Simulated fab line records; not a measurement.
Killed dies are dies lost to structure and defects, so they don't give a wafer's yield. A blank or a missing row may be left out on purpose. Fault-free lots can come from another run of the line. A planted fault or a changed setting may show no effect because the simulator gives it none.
What tool caused it?	flow n5_finfet	26 wafers from 9 lots sampled at 6 of the route's 1938 steps

## WHAT EACH GAUGE READ, for each wafer
N5_BEOL_M4_RC_MEAS_101.
lot	measured	on	DIBL_N (mV/V)	DIBL_P (mV/V)	IOFF_N (nA/um)	IOFF_P (nA/um)	ION_N (uA/um)	ION_P (uA/um)	SS_N (mV/dec)	SS_P (mV/dec)	VT_N (mV)	VT_P (mV)
L280	day 8 07:58	prober-01	38.6 38.9 37.4	38.4 38.0 36.7	0.186 0.179 0.161	0.248 0.249 0.224	673 676 667	464 461 457	71.8 73.0 72.1	74.6 73.8 73.5	246.8 248.2 249.3	-245 -247 -250
L282	day 8 22:47	prober-01	36.2 37.4 36.5	35.4 36.6 35.7	0.146 0.162 0.148	0.181 0.185 0.171	666 672 667	456 455 447	71.9 71.7 71.5	73.4 74.1 73.5	249.2 252.6 253.0	-255 -255 -255
L287	day 9 22:13	prober-01	35.6 34.5 36.8	37.4 36.0 39.1	0.153 0.135 0.185	0.196 0.181 0.229	662 667 685	455 455 465	70.7 71.2 72.3	72.7 72.0 73.3	250.1 251.2 245.4	-252 -253 -249
L286	day 10 03:40	prober-02	34.9 36.1 35.3	36.3 37.6 36.3	0.130 0.150 0.134	0.186 0.212 0.204	673 668 673	461 463 467	71.5 71.2 71.8	73.1 73.0 73.3	254.1 250.0 253.3	-253 -251 -251
L291	day 11 04:24	prober-02	37.3 36.6 38.5	38.1 36.3 38.9	0.159 0.147 0.178	0.210 0.189 0.222	678 674 682	461 458 457	71.6 70.8 71.1	73.9 73.4 74.0	249.5 253.1 247.0	-250 -251 -251
L295	day 12 01:34	prober-01	35.1 36.4 36.7	35.4 36.6 36.7	0.147 0.162 0.179	0.227 0.255 0.257	675 664 673	465 462 465	71.9 71.5 72.6	73.4 74.4 73.9	252.7 251.6 250.0	-247 -245 -244
L298	day 12 23:07	prober-02	33.4 34.2 37.0	33.3 34.3 37.3	0.105 0.113 0.147	0.157 0.175 0.210	659 652 681	456 451 467	71.1 71.2 71.7	72.7 72.6 73.5	254.6 254.2 253.8	-255 -251 -250
L299	day 13 09:07	prober-02	36.7 37.6	37.1 37.5	0.156 0.176	0.239 0.252	683 693	472 475	70.9 71.9	73.3 73.3	252.4 249.7	-248 -246
L301	day 13 14:23	prober-01	34.1 36.1 35.6	35.2 37.2 36.6	0.146 0.166 0.160	0.200 0.217 0.213	676 667 676	467 462 461	70.4 71.7 71.5	73.2 73.4 73.7	249.4 249.0 250.4	-249 -247 -251

N5_BEOL_M10_THK_MEAS_53: measures by xrf.
lot	measured	on	M10_THK (nm)
L280	day 10 10:04	film_metro-01	140.9 140.8 140.7
L282	day 11 03:40	film_metro-01	138.1 139.9 138.5
L287	day 12 02:41	film_metro-01	137.4 139.6 140.8
L286	day 12 08:14	film_metro-02	138.9 141.8 140.7
L291	day 13 06:32	film_metro-02	139.7 137.0 140.6
L295	day 14 06:55	film_metro-02	138.5 139.6 142.1
L298	day 15 03:34	film_metro-02	139.6 251.7 265.7
L299	day 15 10:30	film_metro-02	140.4 262.7
L301	day 15 14:29	film_metro-02	134.2 138.4 137.3

N5_BEOL_M10_INSPECT_58: inspects for defects (darkfield).
lot	measured	on	raw_defect_count
L280	day 10 10:16	defect_inspect-02	46 67 82
L282	day 11 03:50	defect_inspect-01	126 84 63
L287	day 12 02:50	defect_inspect-01	73 81 83
L286	day 12 08:24	defect_inspect-01	93 99 86
L291	day 13 06:43	defect_inspect-02	73 68 47
L295	day 14 07:04	defect_inspect-02	85 82 50
L298	day 15 03:44	defect_inspect-02	75 2229 2225
L299	day 15 10:40	defect_inspect-01	75 2303
L301	day 15 14:39	defect_inspect-02	53 88 76

## WHAT TOOL EACH LOT RAN ON (gives the tool, then ch and the chambers of the sampled wafers, and finally the start)
lot	N5_BEOL_M10_ETCH_41	N5_BEOL_M10_ANNEAL_51	N5_BEOL_M10_CMP_52
L280	rie_diel-04 ch 0,2,3, day 10 09:31 or earlier	rtp_anneal-02 ch 0, day 10 09:31	cmp-01 ch 1,3, day 10 09:49
L282	rie_diel-04 ch 0,2, day 11 03:05 or earlier	rtp_anneal-02 ch 0, day 11 03:05	cmp-04 ch 0,1, day 11 03:23
L287	rie_diel-03 ch 0,2,3, day 12 02:11 or earlier	rtp_anneal-02 ch 0, day 12 02:11	cmp-04 ch 1,2,3, day 12 02:28
L286	rie_diel-04 ch 0,1, day 12 07:39 or earlier	rtp_anneal-01 ch 0, day 12 07:39	cmp-02 ch 0,1,3, day 12 07:59
L291	rie_diel-02 ch 1,2,3, day 13 05:57 or earlier	rtp_anneal-02 ch 0, day 13 05:57	cmp-01 ch 1,2,3, day 13 06:17
L295	rie_diel-04 ch 0,1,2, day 14 06:19 or earlier	rtp_anneal-02 ch 0, day 14 06:19	cmp-01 ch 0,1,2, day 14 06:37
L298	rie_diel-04 ch 0,1,2, day 15 03:02 or earlier	rtp_anneal-01 ch 0, day 15 03:02	cmp-01 ch 1,2,3, day 15 03:20
L299	rie_diel-03 ch 0,2, day 15 09:55 or earlier	rtp_anneal-02 ch 0, day 15 09:55	cmp-01 ch 1,2, day 15 10:15
L301	rie_diel-02 ch 0,3, day 15 13:57 or earlier	rtp_anneal-01 ch 0, day 15 13:57	cmp-04 ch 1,2,3, day 15 14:12
- N5_BEOL_M10_ETCH_41: etches SiCN in CH3F/O2, target depth 42.6 nm, time 86 s.
- N5_BEOL_M10_ANNEAL_51: time 90 s.
- N5_BEOL_M10_CMP_52: polishes, stops on SiCOH lowk, t overpolish 7 s, target thk 140 nm.

## AS READ BY THE TOOLS THEMSELVES (means over the sampled wafers that have a number; for cases with no such wafer, the mark the record gives instead)
N5_BEOL_M10_ETCH_41.
lot	tool	drypump_motor_current_A (A)	oes_product_au (a.u.)	rf_fwd_power_W (W)	rf_vpp_V (V)	showerhead_plenum_p_Torr (Torr)	throttle_valve_pct (%)
L280	rie_diel-04	5.6	0.85	391.6	298.0	2.02	16.22
L282	rie_diel-04	5.7	0.82	392.6	296.3	1.99	16.32
L287	rie_diel-03	5.4	0.81	394.1	298.0	2.01	16.21
L286	rie_diel-04	6.3	0.77	392.7	297.9	2.03	16.51
L291	rie_diel-02	5.0	0.78	392.0	297.9	1.98	16.25
L295	rie_diel-04	6.0	0.77	392.9	297.4	2.00	16.47
L298	rie_diel-04	6.0	0.75	393.9	297.4	2.00	16.47
L299	rie_diel-03	5.7	0.81	392.4	298.0	2.01	16.16
L301	rie_diel-02	5.2	0.74	391.9	297.6	2.02	16.38

N5_BEOL_M10_ANNEAL_51.
lot	tool	wafer_temp_C_max
L280	rtp_anneal-02	226.10
L282	rtp_anneal-02	226.48
L287	rtp_anneal-02	226.18
L286	rtp_anneal-01	226.04
L291	rtp_anneal-02	226.52
L295	rtp_anneal-02	226.23
L298	rtp_anneal-01	225.99
L299	rtp_anneal-02	226.09
L301	rtp_anneal-01	225.96

N5_BEOL_M10_CMP_52.
lot	tool	barrier_field_endpoint_s (s)	clearing_platen_down_force_psi (psi)	motor_current_A (A)	overpolish_run_s (s)	time_to_endpoint_s (s)
L280	cmp-01	28.7	1.5007	6.6	7.007	66.6
L282	cmp-04	28.5	1.5011	5.7	7.007	65.3
L287	cmp-04	29.2	1.4996	6.1	6.995	65.0
L286	cmp-02	29.4	1.5031	6.3	6.996	66.6
L291	cmp-01	29.4	1.4990	6.6	6.995	66.1
L295	cmp-01	29.4	1.5011	6.6	6.995	66.1
L298	cmp-01	41.1	1.5000	6.4	2.363	79.3
L299	cmp-01	38.1	1.4989	6.9	3.522	77.0
L301	cmp-04	28.7	1.4990	6.0	7.001	65.4

## THE ANSWER, worked out from the rows above alone
Rule: what is usual is taken from the lots themselves. The widest of any qualifying gaps counts: lots, ordered by their means at a reading, are off when they make up no more than a third of the lots, leave a main group of 4 or more, and stand apart from it by 3 or more times the standard deviation of that group's means. Not used: any main group whose means are identical at the precision the tables above print for the reading. A lot without any number at a reading at which 4 lots or more have one is off too. Any other lot the step has rows for is counted as sound. First the gauges in route order, then the tools' own readings, where a lot's mean is used as printed above. The first step at which some lot is off is used, and at that step the reading that is off furthest; a lot without a number counts as furthest.
Off: L298, L299, at N5_BEOL_M10_THK_MEAS_53 (M10_THK). The main group has a mean of 139.3 nm with a standard deviation of 1.3.
A tool fits if, at a process step before that reading, it ran every lot that is off, and no sound lot after the first of them. Not tried: the gauges at N5_BEOL_M10_THK_MEAS_53; whatever is off there is also off at N5_BEOL_M10_INSPECT_58, on other tools, and gauge error can't account for it. N5_BEOL_M10_ETCH_41 gives no start for some lots, so the hours and the order of its lots are those of N5_BEOL_M10_ANNEAL_51. One fits: cmp-01 at N5_BEOL_M10_CMP_52. Its last sound lot is L295 (day 14 06:37), its first lot that is off L298 (day 15 03:20): a fault that began between those two fits.
The tool's own readings at N5_BEOL_M10_CMP_52 bear it out: on the lots that are off they differ by more than 5 times the standard deviation of the sound lots' means. barrier_field_endpoint_s reads 39.6 s there against 29.0 s on the sound lots; overpolish_run_s reads 2.942 s there against 6.999 s on the sound lots; time_to_endpoint_s reads 78.2 s there against 65.9 s on the sound lots.

## WHAT HAD BEEN PUT IN BY THE SIMULATOR
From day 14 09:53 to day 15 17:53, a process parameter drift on cmp-01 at N5_BEOL_M10_CMP_52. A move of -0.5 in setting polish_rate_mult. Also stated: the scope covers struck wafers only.
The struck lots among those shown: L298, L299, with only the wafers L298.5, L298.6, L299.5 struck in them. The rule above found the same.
